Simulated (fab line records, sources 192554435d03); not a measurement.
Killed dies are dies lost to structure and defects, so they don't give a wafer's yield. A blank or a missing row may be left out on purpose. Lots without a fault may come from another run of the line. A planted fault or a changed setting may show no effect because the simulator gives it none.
Which tool did it? | flow n5_finfet | 12 lots, 36 wafers sampled, at 1 step of a route of 1938

WHAT THE GAUGES READ, wafer by wafer
N5_BEOL_M5_OVL_MEAS_29.
lot  | measured     | on         | V4_OVL (nm)
L075 | day 8 13:33  | overlay-02 | 0.0 -0.8 -0.5
L077 | day 9 10:30  | overlay-01 | -0.3 -1.0 0.0
L079 | day 9 17:20  | overlay-01 | -0.6 -1.2 -0.4
L078 | day 9 17:34  | overlay-02 | 0.2 -0.2 -0.2
L083 | day 10 07:50 | overlay-02 | 0.4 -0.1 0.0
L085 | day 11 11:15 | overlay-01 | 0.1 -1.9 -1.0
L086 | day 11 19:50 | overlay-01 | 0.0 0.2 -0.3
L091 | day 12 01:17 | overlay-01 | 0.0 0.0 0.4
L090 | day 12 06:15 | overlay-02 | 0.3 -1.7 -0.3
L092 | day 13 03:26 | overlay-01 | 0.7 0.2 0.5
L096 | day 14 02:57 | overlay-02 | -1.1 -1.4 -2.0
L097 | day 14 07:23 | overlay-01 | 1.2 -0.1 -0.3

WHICH TOOL RAN EACH LOT (tool, then ch and the chambers of the sampled wafers, then the start)
The record holds no process step before these readings.

THE ANSWER, worked out from the rows above alone
Rule: what is usual is taken from the lots themselves. Put in order of their means at a reading, lots are off if they are a third of the lots or fewer, leave a main group of 4 or more, and stand apart from it by a gap of 3 or more times the standard deviation of the main group's means; of several such gaps the widest counts. A main group whose means are all the same, to the digits that the tables above print for the reading, isn't used. A lot without any number at a reading at which 4 lots or more have one is off too. The other lots that the step has rows for count as sound.
No lot is off at any reading shown: from this, nothing can be told.

WHAT THE SIMULATOR HAD PUT IN
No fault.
